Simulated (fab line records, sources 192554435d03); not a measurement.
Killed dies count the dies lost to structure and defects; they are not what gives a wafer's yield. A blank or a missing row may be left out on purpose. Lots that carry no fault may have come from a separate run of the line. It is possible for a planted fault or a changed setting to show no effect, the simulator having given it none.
The tool behind it: which one?	flow n5-finfet	72 wafers from 24 lots sampled at 6 of the route's 1938 steps

== WHAT THE GAUGES READ, wafer by wafer ==
Not one reading of a measure or inspect step in the record can be checked against a usual standard deviation.

== EACH LOT AND THE TOOL THAT RAN IT (in order: tool; ch and the chambers of the sampled wafers; start) ==
lot	N5_GATE_CUT_ETCH_36	N5_GATE_CUT_STRIP_42	N5_GATE_CUT_ALD_22	N5_GATE_CUT_CMP_43	N5_MOL_CONTACT_COAG_ALD_20	N5_MOL_CONTACT_COAG_PRE_CLEAN_141
L074	rie-diel-01 ch 1,2,3, day 4 11:38	rie-diel-01 ch 1,2,3, day 4 11:50	ald-sin-03 ch 0,1, day 4 12:25	cmp-02 ch 0,2, day 4 14:14	ald-metal-04 ch 0,1, day 4 16:56	pvd-sputter-01, day 4 19:07
L075	rie-diel-04 ch 0,1,2, day 4 22:37	rie-diel-04 ch 0,1,2, day 4 22:48	ald-sin-03 ch 2,3, day 4 23:55	cmp-02 ch 0,1,2, day 5 01:53	ald-metal-01 ch 0,2,3, day 5 03:50	pvd-sputter-01, day 5 07:07
L076	rie-diel-01 ch 0,1,2, day 5 00:50	rie-diel-01 ch 0,1,2, day 5 01:02	ald-sin-01 ch 0,1,3, day 5 01:37	cmp-01 ch 0,1,2, day 5 03:31	ald-metal-02 ch 0,1,2, day 5 07:08	pvd-sputter-01, day 5 08:14
L077	rie-diel-05 ch 2,3, day 5 07:51	rie-diel-05 ch 2,3, day 5 08:02	ald-sin-01 ch 1,2,3, day 5 08:38	cmp-04 ch 0,1,3, day 5 10:36	ald-metal-02 ch 0,1,2, day 5 14:50	pvd-sputter-02, day 5 18:04
L078	rie-diel-01 ch 0,1, day 5 13:19	rie-diel-01 ch 0,1, day 5 13:36	ald-sin-01 ch 0,2,3, day 5 14:16	cmp-04 ch 0,2,3, day 5 16:04	ald-metal-02 ch 0,3, day 5 18:20	pvd-sputter-02, day 5 19:30
L079	rie-diel-01 ch 0,1, day 5 19:23	rie-diel-01 ch 0,1, day 5 19:40	ald-sin-01 ch 0,2,3, day 5 20:20	cmp-04 ch 0,2,3, day 5 22:23	ald-metal-02 ch 0,1,2, day 6 00:25	pvd-sputter-02, day 6 01:38
L080	rie-diel-01 ch 0,1, day 6 00:40	rie-diel-01 ch 0,1, day 6 00:57	ald-sin-01 ch 0,2,3, day 6 01:36	cmp-02 ch 0,2,3, day 6 03:25	ald-metal-02 ch 1,2,3, day 6 05:43	pvd-sputter-01, day 6 06:47
L081	rie-diel-04 ch 1,2, day 6 05:34	rie-diel-04 ch 1,2, day 6 05:45	ald-sin-04 ch 0,3, day 6 06:20	cmp-01 ch 0,1,2, day 6 08:19	ald-metal-01 ch 2,3, day 6 10:41	pvd-sputter-02, day 6 11:42
L082	rie-diel-05 ch 0,1,3, day 6 10:57	rie-diel-05 ch 0,1,3, day 6 11:08	ald-sin-01 ch 0,1,3, day 6 11:44	cmp-01 ch 0,1,2, day 6 13:33	ald-metal-01 ch 0,1, day 6 16:10	pvd-sputter-03, day 6 16:46
L083	rie-diel-01 ch 0,1,2, day 6 16:13	rie-diel-01 ch 0,1,2, day 6 16:25	ald-sin-01 ch 1,2,3, day 6 16:59	cmp-04 ch 1,2, day 6 18:53	ald-metal-02 ch 1,2,3, day 6 22:39	pvd-sputter-01, day 6 23:34
L084	rie-diel-01 ch 0,2, day 7 00:15	rie-diel-01 ch 0,2, day 7 00:26	ald-sin-01 ch 2,3, day 7 01:02	cmp-02 ch 1,2,3, day 7 02:52	ald-metal-02 ch 1,2,3, day 7 05:19	pvd-sputter-01, day 7 06:14
L085	rie-diel-04 ch 1,2, day 7 06:43	rie-diel-04 ch 1,2, day 7 06:54	ald-sin-01 ch 1,2,3, day 7 07:29	cmp-01 ch 0,1,2, day 7 09:23	ald-metal-01 ch 0,2, day 7 11:35	pvd-sputter-01, day 7 12:28
L086	rie-diel-04 ch 0,1,2, day 7 13:59	rie-diel-04 ch 0,1,2, day 7 14:10	ald-sin-04 ch 0,1, day 7 15:06	cmp-02 ch 0,1,2, day 7 16:55	ald-metal-02 ch 0,3, day 7 19:52	pvd-sputter-02, day 7 20:31
L087	rie-diel-01 ch 2,3, day 7 20:11	rie-diel-01 ch 2,3, day 7 20:23	ald-sin-03 ch 1,2,3, day 7 20:59	cmp-04 ch 0,2, day 7 23:21	ald-metal-02 ch 1,3, day 8 01:23	pvd-sputter-01, day 8 03:12
L088	rie-diel-05 ch 0,1, day 8 02:28	rie-diel-05 ch 0,1, day 8 02:39	ald-sin-03 ch 0,3, day 8 04:37	cmp-04 ch 1,2,3, day 8 06:40	ald-metal-01 ch 1,2,3, day 8 08:47	pvd-sputter-02, day 8 13:17
L089	rie-diel-05 ch 2,3, day 8 05:28	rie-diel-05 ch 2,3, day 8 05:39	ald-sin-01 ch 1,2, day 8 06:14	cmp-01 ch 0,3, day 8 08:04	ald-metal-02 ch 0,1, day 8 13:28	pvd-sputter-02, day 8 14:04
L090	rie-diel-01 ch 1,2,3, day 8 13:37	rie-diel-01 ch 1,2,3, day 8 13:49	ald-sin-04 ch 1,2,3, day 8 14:25	cmp-01 ch 0,1, day 8 16:18	ald-metal-02 ch 0,1, day 8 18:43	pvd-sputter-02, day 8 19:19
L091	rie-diel-05 ch 0,1,2, day 8 19:46	rie-diel-05 ch 0,1,2, day 8 19:58	ald-sin-01 ch 0,1,2, day 8 20:34	cmp-01 ch 0,2,3, day 8 22:29	ald-metal-01 ch 0,1,2, day 9 01:13	pvd-sputter-02, day 9 03:11
L092	rie-diel-04 ch 0,1,3, day 8 23:13	rie-diel-04 ch 0,1,3, day 8 23:25	ald-sin-01 ch 1,2,3, day 9 00:01	cmp-04 ch 1,2,3, day 9 01:49	ald-metal-01 ch 0,1,2, day 9 04:13	pvd-sputter-01, day 9 06:36
L093	rie-diel-04 ch 1,2, day 9 04:03	rie-diel-04 ch 1,2, day 9 04:14	ald-sin-03 ch 1,2,3, day 9 04:50	cmp-02 ch 1,2,3, day 9 06:49	ald-metal-02 ch 1,3, day 9 09:46	pvd-sputter-02, day 9 11:53
L094	rie-diel-01 ch 0,3, day 9 10:27	rie-diel-01 ch 0,3, day 9 10:38	ald-sin-01 ch 1,3, day 9 11:14	cmp-02 ch 0,1,2, day 9 13:03	ald-metal-04 ch 0,1, day 9 15:58	pvd-sputter-01, day 9 17:35
L095	rie-diel-04 ch 0,1,2, day 9 19:08	rie-diel-04 ch 0,1,2, day 9 19:19	ald-sin-04 ch 0,1,2, day 9 19:54	cmp-02 ch 0,1,3, day 9 21:52	ald-metal-02 ch 1,2, day 10 00:02	pvd-sputter-03, day 10 01:11
L096	rie-diel-05 ch 0,1,2, day 10 01:04	rie-diel-05 ch 0,1,2, day 10 01:16	ald-sin-03 ch 2,3, day 10 01:55	cmp-01 ch 0,1,2, day 10 03:54	ald-metal-02 ch 0,1, day 10 05:56	pvd-sputter-02, day 10 06:32
L097	rie-diel-01 ch 0,1,2, day 10 07:35	rie-diel-01 ch 0,1,2, day 10 07:46	ald-sin-01 ch 1,2,3, day 10 08:22	cmp-04 ch 0,1,3, day 10 10:10	ald-metal-02 ch 0,1,2, day 10 12:36	pvd-sputter-02, day 10 13:38
- N5_GATE_CUT_ETCH_36: etches SiARC in CF4, target depth 13 nm, time 21.7 s.
- N5_GATE_CUT_STRIP_42: strips in O2.
- N5_GATE_CUT_ALD_22: deposits SiNx, target thk 16 nm, pulse time 1 s, ald cycles 320.
- N5_GATE_CUT_CMP_43: polishes SiO2.
- N5_MOL_CONTACT_COAG_ALD_20: deposits TiN, target thk 1.5 nm, pulse time 1 s, purge time 3 s.
- N5_MOL_CONTACT_COAG_PRE_CLEAN_141: time 60 s.

== AS READ BY THE TOOLS THEMSELVES (means over the sampled wafers that have a number; for cases with no such wafer, the mark the record gives instead) ==
N5_GATE_CUT_ETCH_36. Usual: drypump-motor-current-A 5.9 A, standard deviation 0.56; etch-rf-on-time-s 21.6 s, standard deviation 0.52; oes-product-au 0.70 a.u., standard deviation 0.067; rf-vpp-V 184.4 V, standard deviation 1.1; showerhead-plenum-p-Torr 2.17 Torr, standard deviation 0.06; throttle-valve-pct 15.54 %, standard deviation 0.27.
lot	tool	drypump-motor-current-A (A)	etch-rf-on-time-s (s)	oes-product-au (a.u.)	rf-vpp-V (V)	showerhead-plenum-p-Torr (Torr)	throttle-valve-pct (%)	flag
L074	rie-diel-01	5.4	21.2	0.70	184.5	2.15	15.52	
L075	rie-diel-04	6.2	22.1	0.65	184.4	2.15	15.72	
L076	rie-diel-01	5.9	21.6	0.71	184.1	2.18	15.44	
L077	rie-diel-05	5.9	21.6	0.70	183.7	2.17	15.78	
L078	rie-diel-01	5.9	21.1	0.76	184.6	2.20	15.19	
L079	rie-diel-01	5.9	21.0	0.77	184.7	2.20	15.20	
L080	rie-diel-01	5.9	21.2	0.77	185.0	2.20	15.20	
L081	rie-diel-04	5.9	21.6	0.67	183.5	2.13	15.64	
L082	rie-diel-05	5.9	21.8	0.68	184.5	2.16	15.70	
L083	rie-diel-01	5.8	21.5	0.78	184.1	2.17	15.31	
L084	rie-diel-01	6.2	21.9	0.77	184.6	2.20	15.41	
L085	rie-diel-04	5.9	21.6	0.67	183.7	2.13	15.66	
L086	rie-diel-04	6.2	21.6	0.64	184.3	2.14	15.76	
L087	rie-diel-01	5.2	20.9	0.76	183.8	2.15	15.58	
L088	rie-diel-05	5.7	21.6	0.67	184.9	2.19	15.52	
L089	rie-diel-05	5.6	21.6	0.66	183.8	2.15	15.65	
L090	rie-diel-01	5.3	21.2	0.75	184.6	2.14	15.40	
L091	rie-diel-05	5.6	21.8	0.65	183.8	2.15	15.56	
L092	rie-diel-04	5.8	21.8	0.61	184.5	2.18	15.66	
L093	rie-diel-04	6.2	21.7	0.64	183.5	2.10	15.82	
L094	rie-diel-01	5.7	21.1	0.73	185.2	2.20	15.60	
L095	rie-diel-04	6.2	22.0	0.62	184.1	2.14	15.79	
L096	rie-diel-05	5.6	22.0	0.63	183.7	2.15	15.58	
L097	rie-diel-01	5.9	21.6	0.74	184.5	2.16	15.36	

N5_GATE_CUT_STRIP_42. Usual: drypump-motor-current-A 5.9 A, standard deviation 0.56; oes-product-au 0.82 a.u., standard deviation 0.078; rf-vpp-V 3.7 V, standard deviation 0.47; showerhead-plenum-p-Torr 2.13 Torr, standard deviation 0.066; throttle-valve-pct 16.62 %, standard deviation 0.23.
lot	tool	drypump-motor-current-A (A)	oes-product-au (a.u.)	rf-vpp-V (V)	showerhead-plenum-p-Torr (Torr)	throttle-valve-pct (%)	flag
L074	rie-diel-01	5.3	0.82	3.7	2.12	16.64	
L075	rie-diel-04	6.2	0.76	3.3	2.10	16.76	
L076	rie-diel-01	5.8	0.83	3.9	2.14	16.57	
L077	rie-diel-05	5.9	0.81	3.5	2.11	16.77	
L078	rie-diel-01	5.9	0.89	4.0	2.17	16.35	
L079	rie-diel-01	5.9	0.89	3.5	2.17	16.34	
L080	rie-diel-01	5.9	0.89	3.5	2.17	16.34	
L081	rie-diel-04	5.9	0.79	3.5	2.09	16.74	
L082	rie-diel-05	5.9	0.79	3.6	2.11	16.73	
L083	rie-diel-01	5.8	0.92	4.1	2.14	16.45	
L084	rie-diel-01	6.3	0.90	3.5	2.17	16.56	
L085	rie-diel-04	5.9	0.78	3.8	2.09	16.74	
L086	rie-diel-04	6.2	0.75	3.6	2.09	16.79	
L087	rie-diel-01	5.3	0.89	3.8	2.11	16.72	
L088	rie-diel-05	5.7	0.78	3.7	2.14	16.56	
L089	rie-diel-05	5.6	0.77	3.5	2.09	16.64	
L090	rie-diel-01	5.3	0.88	3.7	2.11	16.54	
L091	rie-diel-05	5.6	0.77	4.0	2.10	16.60	
L092	rie-diel-04	5.8	0.72	3.7	2.13	16.70	
L093	rie-diel-04	6.2	0.76	3.3	2.04	16.84	
L094	rie-diel-01	5.7	0.84	3.5	2.17	16.76	
L095	rie-diel-04	6.2	0.73	3.3	2.09	16.82	
L096	rie-diel-05	5.5	0.75	4.2	2.10	16.62	
L097	rie-diel-01	5.8	0.87	3.7	2.13	16.49	

N5_GATE_CUT_ALD_22. Usual: heater-power-outer-w 496 W, standard deviation 36; heater-power-w 806 W, standard deviation 68; precursor-pulse-height-rel 0.998, standard deviation 0.021; susceptor-temp-C 400.01 C, standard deviation 0.22.
lot	tool	heater-power-outer-w (W)	heater-power-w (W)	precursor-pulse-height-rel	susceptor-temp-C (C)	flag
L074	ald-sin-03	536	855	0.995	400.23	
L075	ald-sin-03	453	713	1.002	400.15	
L076	ald-sin-01	498	817	0.981	400.01	
L077	ald-sin-01	487	797	0.990	399.75	
L078	ald-sin-01	494	810	1.007	400.21	
L079	ald-sin-01	496	832	0.983	399.81	
L080	ald-sin-01	494	807	0.995	399.99	
L081	ald-sin-04	488	783	1.006	400.14	
L082	ald-sin-01	498	802	1.014	399.79	
L083	ald-sin-01	484	802	0.999	400.12	
L084	ald-sin-01	495	804	1.004	400.05	
L085	ald-sin-01	495	791	0.991	399.94	
L086	ald-sin-04	530	818	0.992	400.05	
L087	ald-sin-03	473	755	1.002	399.90	
L088	ald-sin-03	534	890	0.995	400.04	
L089	ald-sin-01	496	764	0.982	400.15	
L090	ald-sin-04	477	802	0.992	400.04	
L091	ald-sin-01	504	783	1.000	400.03	
L092	ald-sin-01	494	801	1.002	399.91	
L093	ald-sin-03	472	768	0.997	399.93	
L094	ald-sin-01	496	795	0.994	399.90	
L095	ald-sin-04	511	834	0.983	400.08	
L096	ald-sin-03	432	701	0.982	400.34	
L097	ald-sin-01	498	789	0.991	400.11	

N5_GATE_CUT_CMP_43. Usual: motor-current-A reads 13.3 A (standard deviation 1.3).
lot	tool	motor-current-A (A)	flag
L074	cmp-02	11.6	
L075	cmp-02	12.6	
L076	cmp-01	14.2	
L077	cmp-04	13.6	
L078	cmp-04	13.7	
L079	cmp-04	13.8	
L080	cmp-02	12.1	
L081	cmp-01	14.1	
L082	cmp-01	13.8	
L083	cmp-04	12.8	
L084	cmp-02	12.6	
L085	cmp-01	13.9	
L086	cmp-02	12.5	
L087	cmp-04	13.8	
L088	cmp-04	13.0	
L089	cmp-01	14.8	
L090	cmp-01	14.2	
L091	cmp-01	13.4	
L092	cmp-04	12.9	
L093	cmp-02	12.8	
L094	cmp-02	12.6	
L095	cmp-02	11.9	
L096	cmp-01	14.1	
L097	cmp-04	13.4	

N5_MOL_CONTACT_COAG_ALD_20. Usual: heater-power-outer-w 524 W, standard deviation 48; heater-power-w 854 W, standard deviation 87; precursor-pulse-height-rel 1.001, standard deviation 0.019; susceptor-temp-C 400.02 C, standard deviation 0.21.
lot	tool	heater-power-outer-w (W)	heater-power-w (W)	precursor-pulse-height-rel	susceptor-temp-C (C)	flag
L074	ald-metal-04	567	872	1.000	400.21	
L075	ald-metal-01	503	820	1.004	400.08	
L076	ald-metal-02	506	872	1.003	399.93	
L077	ald-metal-02	521	869	1.012	399.92	
L078	ald-metal-02	538	841	0.991	400.01	
L079	ald-metal-02	512	858	1.005	399.99	
L080	ald-metal-02	510	819	0.984	399.92	
L081	ald-metal-01	507	826	1.007	400.42	
L082	ald-metal-01	612	989	1.005	400.23	
L083	ald-metal-02	499	811	1.004	399.82	
L084	ald-metal-02	508	817	0.997	400.04	
L085	ald-metal-01	509	818	0.992	399.90	
L086	ald-metal-02	535	883	0.989	400.15	
L087	ald-metal-02	488	795	1.007	400.29	
L088	ald-metal-01	557	915	1.003	399.84	
L089	ald-metal-02	530	894	0.993	399.91	
L090	ald-metal-02	502	843	1.000	400.03	
L091	ald-metal-01	551	906	1.014	400.08	
L092	ald-metal-01	556	906	1.003	400.04	
L093	ald-metal-02	492	798	1.009	399.96	
L094	ald-metal-04	612	977	1.001	400.08	
L095	ald-metal-02	507	845	1.005	399.84	
L096	ald-metal-02	502	853	1.018	399.68	
L097	ald-metal-02	504	873	0.982	399.98	

N5_MOL_CONTACT_COAG_PRE_CLEAN_141. Usual: heater-power-w 451 W, standard deviation 52; susceptor-temp-C 300.01 C, standard deviation 0.2.
lot	tool	heater-power-w (W)	susceptor-temp-C (C)	flag
L074	pvd-sputter-01	492	299.95	
L075	pvd-sputter-01	527	300.04	
L076	pvd-sputter-01	436	299.73	
L077	pvd-sputter-02	443	299.98	
L078	pvd-sputter-02	421	300.24	
L079	pvd-sputter-02	424	300.08	
L080	pvd-sputter-01	462	300.25	
L081	pvd-sputter-02	419	299.94	
L082	pvd-sputter-03	505	300.10	
L083	pvd-sputter-01	458	300.00	
L084	pvd-sputter-01	483	300.13	
L085	pvd-sputter-01	527	300.19	
L086	pvd-sputter-02	418	300.01	
L087	pvd-sputter-01	461	300.07	
L088	pvd-sputter-02	409	299.94	
L089	pvd-sputter-02	410	300.16	
L090	pvd-sputter-02	393	300.00	
L091	pvd-sputter-02	422	299.96	
L092	pvd-sputter-01	463	300.05	
L093	pvd-sputter-02	429	299.76	
L094	pvd-sputter-01	502	299.74	
L095	pvd-sputter-03	475	299.88	
L096	pvd-sputter-02	417	300.22	
L097	pvd-sputter-02	408	300.25	

== THE ANSWER, worked out from the rows above alone ==
Rule: lot off if the mean of its wafers having a number is beyond 3 standard deviations from the usual mean. Also off: a lot with no number at a reading for which 4 or more lots have one. Where the step has rows for the other lots, those lots are counted as sound. After the gauges, taken in route order, come the tools' own readings; for these a lot's mean is taken, as printed above. The first step at which some lot is off is used, and at that step the reading that is off furthest; a lot without a number counts as furthest.
No lot is off at any reading shown: from this, nothing can be told.

== WHAT THE SIMULATOR PUT IN ==
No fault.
